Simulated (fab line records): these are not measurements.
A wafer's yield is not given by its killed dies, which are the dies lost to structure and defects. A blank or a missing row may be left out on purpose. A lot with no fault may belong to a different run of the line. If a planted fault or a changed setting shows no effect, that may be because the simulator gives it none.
fab line records | flow n5_finfet
record: lots: 11 wafers: 33 last_day: 19
route steps=1938 shown HKMG_FIN@413 PASSIVATION@1936
lots that met no fault: from a run of the same line without faults
start_h: start of the lot's first displayed wafer, in hours after the record's first day | wait_h: hours since the lot's step before | " identical to the entry in the row above | L1.1+2: one row covering several wafers at once | - either no value or no given start | * or withheld: withheld | < > ~ a bound
route shown NAME@n: a module of which the file shows steps, and the number in the route of the first | usual: average and standard deviation across the fault-free wafers | same: alike in all rows | chamber/n: place in a boat | sites: each site's reading | _std_site: the standard deviation of these | _edge_site: inner sites' mean taken away from outer sites' mean | radius_mm: how far each site lies from the wafer's centre | mask NAME#n: copy n | behind: the last tool/chamber to shape the wafer | hold: reason for holding the lot/hours on hold/outcome of the hold | device: the transistor (n, p or np) that didn't switch | end of line: tests run on the same wafers once the route is complete | step lacking rows: just its recipe | killed: the dies lost at the first sort to structure and to defects; this is not the yield of the wafer | map: shows each die of a wafer: x if killed, . if not, _ if none is there
set.NAME: the run value of the setting; set.NAME@STEP: its run value at that earlier step | model.NAME: the simulator's own value behind a step, which no gauge read
a sample of lots followed through the steps of the route, with each step as a table and each wafer as a row
services: when a tool's chamber went out of use (start_h, in hours from the record's first day, below 0 if earlier), for how many hours, and the reason
== steps ==
step: N5_HKMG_FIN_CVD_62
recipe: material: a-Si target_thk_a: 30 temp_c: 500 precursor: Si2H6 pressure_torr: 1 time_s: 20.8
usual: heater_power_w: 1409/140
columns lot.wafer tool chamber start_h wait_h heater_power_w
L540.2 thermal_cvd_si-02 1 85.42 0.2 1721
L540.3 " 0 " " 1348
L540.5 " 0 " " 1361
L541.3 thermal_cvd_si-01 1 88.81 0.2 1278
L541.4 " 1 " " 1279
L541.5 " 0 " " 1365
L542.2 thermal_cvd_si-02 0 92.92 0.2 1321
L542.3 " 1 " " 1634
L542.5 " 0 " " 1366
L543.3 thermal_cvd_si-01 2 98.83 0.2 1359
L543.4 " 1 " " 1313
L543.6 " 2 " " 1386
L544.1 thermal_cvd_si-02 2 103.20 0.2 1406
L544.3 " 0 " " 1367
L544.4 " 2 " " 1419
L552.2 thermal_cvd_si-01 1 151.37 0.2 1292
L552.3 " 2 " " 1366
L552.4 " 0 " " 1342
L554.2 thermal_cvd_si-01 2 164.42 0.2 1435
L554.4 " 1 " " 1286
L554.5 " 2 " " 1418
L556.2 thermal_cvd_si-01 1 174.46 0.2 1256
L556.4 " 0 " " 1365
L556.5 " 1 " " 1265
L559.2 thermal_cvd_si-02 1 197.49 0.2 1724
L559.3 " 2 " " 1428
L559.4 " 1 " " 1732
L561.2 thermal_cvd_si-02 1 206.90 0.2 1762
L561.3 " 2 " " 1435
L561.5 " 0 " " 1362
L562.2 thermal_cvd_si-01 1 210.25 0.2 1262
L562.4 " 2 " " 1414
L562.6 " 1 " " 1281
step: N5_HKMG_FIN_ETCH_35
recipe: chemistry: N2/H2 target: SOC target_depth_a: 2158 ion_energy_ev: 65 bias_w: 5 source_w: 3000 time_s: 243.4 pressure_mtorr: 30 n2_flow_sccm: 200 h2_flow_sccm: 200
usual: drypump_motor_current_A: 5.52/0.27 h2_flow_sccm: 200.0/0.6 oes_product_au: 0.77/0.095 rf_vpp_V: 141.3/1.1 showerhead_plenum_p_Torr: 2.52/0.092 throttle_valve_pct: 17.80/0.21
columns lot.wafer tool chamber start_h wait_h drypump_motor_current_A h2_flow_sccm oes_product_au rf_hours_counter_h rf_vpp_V showerhead_plenum_p_Torr throttle_valve_pct
L540.2 rie_diel-01 0 87.49 0.0 5.37 200.2 0.72 171 141.6 2.64 17.87
L540.3 " 2 " " 5.78 199.0 0.75 167 140.7 2.43 17.85
L540.5 " 2 " " 5.76 199.4 0.74 - 139.7 2.43 17.86
L541.3 rie_diel-03 1 90.77 0.0 5.86 200.9 0.70 205 142.8 2.63 18.07
L541.4 " 0 " " 5.83 200.6 0.68 242 141.9 2.62 17.67
L541.5 " 3 " " 5.44 200.6 0.91 - 142.5 2.60 17.76
L542.2 rie_diel-03 2 94.86 0.0 4.97 200.4 0.69 248 140.1 2.40 18.24
L542.3 " 3 " " 5.45 200.6 0.90 23 141.7 2.60 17.77
L542.5 " 1 " " 5.83 200.3 0.70 - 141.8 2.63 18.08
L543.3 rie_diel-04 2 101.05 0.0 5.39 199.8 0.70 223 140.7 2.51 17.64
L543.4 " 0 " " 5.54 199.7 0.72 191 140.4 2.53 17.91
L543.6 " 0 " " 5.53 199.5 0.72 - 140.6 2.53 17.90
L544.1 rie_diel-04 1 105.20 0.0 5.93 200.2 0.74 184 138.6 2.43 17.75
L544.3 " 2 " " 5.41 200.2 0.69 225 141.8 2.51 17.65
L544.4 " 3 " " 5.20 200.9 0.76 148 141.8 2.56 17.92
L552.2 rie_diel-04 1 153.44 0.0 5.92 199.4 0.72 199 140.8 2.42 17.77
L552.3 " 0 " " 5.54 200.3 0.71 207 141.7 2.53 17.93
L552.4 " 2 " " 5.42 199.5 0.69 239 139.8 2.50 17.70
L554.2 rie_diel-03 1 166.55 0.0 5.85 200.1 0.68 232 142.0 2.62 18.15
L554.4 " 0 " " 5.80 200.0 0.94 6 143.2 2.61 17.32
L554.5 " 3 " " 5.45 198.9 0.86 - 142.9 2.58 17.80
L556.2 rie_diel-04 2 176.46 0.0 5.41 199.9 0.68 248 141.6 2.50 17.68
L556.4 " 0 " " 5.55 200.3 0.71 213 140.9 2.52 17.94
L556.5 " 0 " " 5.56 199.7 0.71 - 140.3 2.52 17.95
L559.2 rie_diel-04 0 199.55 0.0 5.53 199.9 0.70 223 141.8 2.52 17.95
L559.3 " 1 " " 5.91 200.3 0.71 216 139.7 2.42 17.80
L559.4 " 2 " " 5.42 200.1 1.02 1 142.5 2.49 17.24
L561.2 rie_diel-03 0 208.93 0.0 5.84 199.5 0.90 20 141.6 2.60 17.34
L561.3 " 2 " " 4.98 201.0 0.93 26 143.6 2.71 17.86
L561.5 " 1 " " 5.82 200.3 0.68 - 141.9 2.61 18.16
L562.2 rie_diel-03 1 212.89 0.0 5.83 199.5 0.67 248 142.8 2.61 18.16
L562.4 " 3 " " 5.42 200.7 0.84 64 142.9 2.58 17.82
L562.6 " 0 " " 5.84 200.0 0.90 - 141.2 2.60 17.36
step: N5_HKMG_FIN_COAT_85
recipe: resist: SOC temp_c: 250 time_s: 60 spin_rpm: 1500 resist_thk_nm: 300
usual: spin_speed_rpm: 1500.1/1.1
columns lot.wafer tool chamber start_h wait_h spin_speed_rpm
L540.2 litho_track-02 0 88.45 0.2 1500.1
L540.3 " 0 " " 1497.7
L540.5 " 0 " " 1499.4
L541.3 litho_track-02 0 91.73 0.2 1499.8
L541.4 " 0 " " 1500.6
L541.5 " 0 " " 1499.6
L542.2 litho_track-04 0 95.82 0.2 1500.7
L542.3 " 0 " " 1497.0
L542.5 " 0 " " 1500.0
L543.3 litho_track-04 0 102.01 0.2 1499.3
L543.4 " 0 " " 1498.6
L543.6 " 0 " " 1499.0
L544.1 litho_track-02 0 106.16 0.2 1499.3
L544.3 " 0 " " 1499.7
L544.4 " 0 " " 1498.8
L552.2 litho_track-01 0 154.40 0.2 1751.2
L552.3 " 0 " " 1751.7
L552.4 " 0 " " 1754.0
L554.2 litho_track-01 0 167.51 0.2 1751.4
L554.4 " 0 " " 1751.9
L554.5 " 0 " " 1751.3
L556.2 litho_track-02 0 177.42 0.2 1499.9
L556.4 " 0 " " 1499.3
L556.5 " 0 " " 1500.2
L559.2 litho_track-04 0 200.50 0.2 1500.8
L559.3 " 0 " " 1499.0
L559.4 " 0 " " 1497.6
L561.2 litho_track-02 0 209.90 0.2 1499.9
L561.3 " 0 " " 1500.2
L561.5 " 0 " " 1501.4
L562.2 litho_track-02 0 213.90 0.2 1499.9
L562.4 " 0 " " 1501.7
L562.6 " 0 " " 1501.1
step: N5_HKMG_FIN_ETCH_67
recipe: chemistry: N2/H2 target: SOC target_depth_a: 3889 stop_on: TiN ion_energy_ev: 100 bias_w: 61 pressure_mtorr: 30 source_w: 850 n2_flow_sccm: 200 h2_flow_sccm: 200
usual: drypump_motor_current_A: 5.50/0.28 h2_flow_sccm: 200.1/0.55 oes_product_au: 0.75/0.082 rf_vpp_V: 240.6/1.5 showerhead_plenum_p_Torr: 2.52/0.089 throttle_valve_pct: 17.77/0.18
columns lot.wafer tool chamber start_h wait_h drypump_motor_current_A h2_flow_sccm oes_product_au rf_hours_counter_h rf_vpp_V showerhead_plenum_p_Torr throttle_valve_pct
L540.2 rie_diel-01 2 90.03 - 5.78 199.0 0.74 168 239.3 2.42 17.84
L540.3 " 0 " " 5.33 200.0 0.72 173 241.7 2.64 17.85
L540.5 " 1 " " 5.65 199.8 0.70 - 240.2 2.42 17.68
L541.3 rie_diel-04 3 92.92 - 5.22 200.9 0.76 144 240.7 2.56 17.87
L541.4 " 1 " " 5.91 199.3 0.73 180 238.2 2.43 17.71
L541.5 " 3 " " 5.23 200.2 0.76 - 240.5 2.56 17.89
L542.2 rie_diel-04 0 96.96 - 5.55 199.9 0.73 190 241.0 2.53 17.87
L542.3 " 3 " " 5.22 200.7 0.76 145 239.6 2.56 17.89
L542.5 " 0 " " 5.54 199.6 0.73 - 240.3 2.53 17.89
L543.3 rie_diel-04 3 103.23 - 5.21 199.8 0.76 147 242.9 2.56 17.88
L543.4 " 0 " " 5.52 200.8 0.72 192 240.3 2.53 17.90
L543.6 " 0 " " 5.51 200.7 0.73 - 241.4 2.53 17.89
L544.1 rie_diel-04 3 107.44 - 5.21 199.2 0.76 148 240.5 2.56 17.90
L544.3 " 2 " " 5.41 200.4 0.69 225 241.3 2.51 17.60
L544.4 " 0 " " 5.53 199.3 0.72 194 240.4 2.53 17.87
L552.2 rie_diel-03 1 155.61 - 5.83 199.8 0.68 229 242.1 2.62 18.10
L552.3 " 3 " " 5.45 200.6 0.85 45 242.4 2.59 17.77
L552.4 " 0 " " 5.81 199.6 0.95 2 242.5 2.61 17.27
L554.2 rie_diel-03 3 168.81 - 5.43 199.2 0.85 50 241.5 2.58 17.79
L554.4 " 1 " " 5.84 199.5 0.67 233 242.6 2.62 18.09
L554.5 " 1 " " 5.84 199.9 0.67 - 242.3 2.62 18.09
L556.2 rie_diel-01 3 178.60 - 5.25 200.6 0.88 30 239.5 2.48 17.44
L556.4 " 1 " " 5.62 200.5 0.68 218 238.4 2.40 17.74
L556.5 " 2 " " 5.78 200.0 0.72 - 239.5 2.41 17.89
L559.2 rie_diel-01 3 201.64 - 5.27 200.1 0.87 39 240.7 2.47 17.47
L559.3 " 1 " " 5.65 199.9 0.68 227 238.2 2.40 17.76
L559.4 " 1 " " 5.63 200.1 0.68 - 237.6 2.40 17.75
L561.2 rie_diel-03 1 211.25 - 5.83 200.4 0.65 247 241.4 2.61 18.12
L561.3 " 0 " " 5.80 199.8 0.89 21 241.0 2.60 17.32
L561.5 " 2 " " 4.94 200.0 0.89 - 243.0 2.71 17.81
L562.2 rie_diel-01 1 215.05 - 5.65 200.0 0.67 233 238.6 2.40 17.77
L562.4 " 3 " " 5.24 199.5 0.85 - 241.2 2.47 17.46
L562.6 " 0 " " 5.36 199.8 0.69 - 243.8 2.62 17.94
step: N5_PASSIVATION_PROBE_49
usual: killed_at_M0_to_M3: 33/11 killed_at_M4_up: 15/6.2 killed_at_contacts: 13/6.5 killed_at_front_end: 38/11 killed_at_other: 3.4/2.6 killed_dies: 102/17 killed_open: 67/12 killed_short: 34/7.9
same: gross_dies: 1180 killed_at_back_side: 0
columns lot.wafer tool chamber start_h wait_h killed_at_M0_to_M3 killed_at_M4_up killed_at_contacts killed_at_front_end killed_at_other killed_dies killed_open killed_short
L552.4 prober-02 - 388.99 0.2 31 6 17 58 1 113 63 28
L554.5 prober-01 - 394.20 0.2 20 11 20 50 2 103 67 33
killed by level:class
L552.4 HKMG_FIN:area_etch=22 MOL_CONTACT_COAG:geometric_particle:open=15 FIN_SAQP:geometric_particle:open=14 BEOL_M2:geometric_particle:open=10 FIN_SAQP:geometric_particle:short=8 BEOL_M1:geometric_particle:open=6 STARTING-WAFER:geometric_particle:short=5 BEOL_M0_SAQP:geometric_particle:short=4
L554.5 FIN_SAQP:geometric_particle:short=12 MOL_CONTACT_COAG:geometric_particle:open=11 STI_FIN_REVEAL:geometric_particle:open=10 FIN_SAQP:geometric_particle:open=9 MOL_CONTACT_COAG:geometric_particle:short=9 DUMMY_GATE:geometric_particle:open=7 BEOL_M2:geometric_particle:open=6 BEOL_M7:geometric_particle:open=5
== services ==
columns tool chamber start_h hours kind
rie_diel-01 3 71.90 8.0 repair
rie_diel-01 1 97.91 3.7 repair
litho_track-02 - 99.72 - consumable_replace:filter
rie_diel-03 2 100.81 - clean
rie_diel-03 2 100.81 - consumable_replace:focus_ring
rie_diel-03 2 100.81 - consumable_replace:showerhead
rie_diel-03 2 100.81 25.0 scheduled_down
rie_diel-03 2 100.81 25.0 vent_cycle
thermal_cvd_si-01 - 104.72 2.8 pm
thermal_cvd_si-02 - 118.23 6.0 pm
rie_diel-03 0 125.80 - clean
rie_diel-03 0 125.80 - consumable_replace:focus_ring
rie_diel-03 0 125.80 22.3 scheduled_down
rie_diel-03 0 125.80 22.3 vent_cycle
rie_diel-01 0 130.07 9.3 repair
rie_diel-01 - 130.59 0.9 repair
rie_diel-03 - 149.57 2.8 pm
rie_diel-04 0 165.31 3.0 repair
thermal_cvd_si-01 2 171.61 10.3 repair
rie_diel-04 2 183.03 - clean
rie_diel-04 2 183.03 - consumable_replace:focus_ring
rie_diel-04 2 183.03 14.3 scheduled_down
rie_diel-04 2 183.03 14.3 vent_cycle
thermal_cvd_si-01 - 190.76 6.0 pm
== key ==
first_sign: step: N5_HKMG_FIN_COAT_85 reading: spin_speed_rpm direction: up sigmas: 99+ usual: * struck: *
effect none on later readings
met_at N5_HKMG_FIN_COAT_85
struck_lots L552,L554
tester_left_out L552,L554
not_acting_at N5_HKMG_FIN_CVD_62,N5_HKMG_FIN_ETCH_35,N5_HKMG_FIN_ETCH_67
fault: kind: process_parameter_drift tool: litho_track-01 chamber: - onset_h: 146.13 steps: N5_HKMG_FIN_COAT_85 channel: spin_rpm offset: * shape: step end_h: 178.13 acts_in: * stated: *
tester_left_out: of these lots the tester's yield and bins aren't shown, on N5 and GAA mostly nor the transistor test; their killed dies are dies lost to structure and defects alone, not to doping, threshold or leakage, so they don't give the yield
